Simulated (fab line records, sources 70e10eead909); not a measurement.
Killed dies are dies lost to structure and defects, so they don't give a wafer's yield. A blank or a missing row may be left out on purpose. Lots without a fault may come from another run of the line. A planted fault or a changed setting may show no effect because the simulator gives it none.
Chamber matching | flow nand_harc | NHARC_A_WL_FILL_ALD_02 on ald_metal-02: 4 sister chambers
The step deposits TiN, target thk 2 nm, pulse time 3 s, ald cycles 100. 4 wafers are shown with their chamber, then 8 later ones without.

WAFERS WITH THEIR CHAMBER
wafer  | chamber | heater_power_w (W)
L081.1 | 2       | 1069
L083.4 | 0       | 978
L083.6 | 3       | 1119
L088.1 | 1       | 1089

WAFERS WITHOUT THEIR CHAMBER
wafer  | heater_power_w (W)
L088.4 | 1149
L088.5 | 1003
L090.3 | 1090
L090.4 | 942
L090.5 | 1104
L097.3 | 1123
L097.4 | 1107
L097.6 | 1081

WHICH CHAMBER EACH WENT THROUGH
wafer  | from the rows above          | in truth
L088.4 | can't be placed: 3 or 1      | 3
L088.5 | 0                            | 0
L090.3 | can't be placed: 1 or 2 or 3 | 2
L090.4 | 0                            | 0
L090.5 | can't be placed: 1 or 3 or 2 | 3
L097.3 | can't be placed: 3 or 1      | 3
L097.4 | can't be placed: 3 or 1 or 2 | 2
L097.6 | can't be placed: 1 or 2 or 3 | 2
Placed correctly: 2 of 8. Can't be placed from these rows: 6 (the true chamber is among the candidates in 6). Placed wrongly: 0.
How it was worked out, from the rows above alone: a wafer's distance from a chamber is the root of the sum, over the readings, of the square of ((its reading less the chamber's mean) divided by the reading's scatter). The wafer belongs to the nearest chamber; if the next one is less than 2 further off, it can't be placed. A chamber's mean is the mean of its shown wafers. The scatter: with one shown wafer a chamber, the root of the mean of the squares of how far each hidden wafer lies from its nearest shown one.
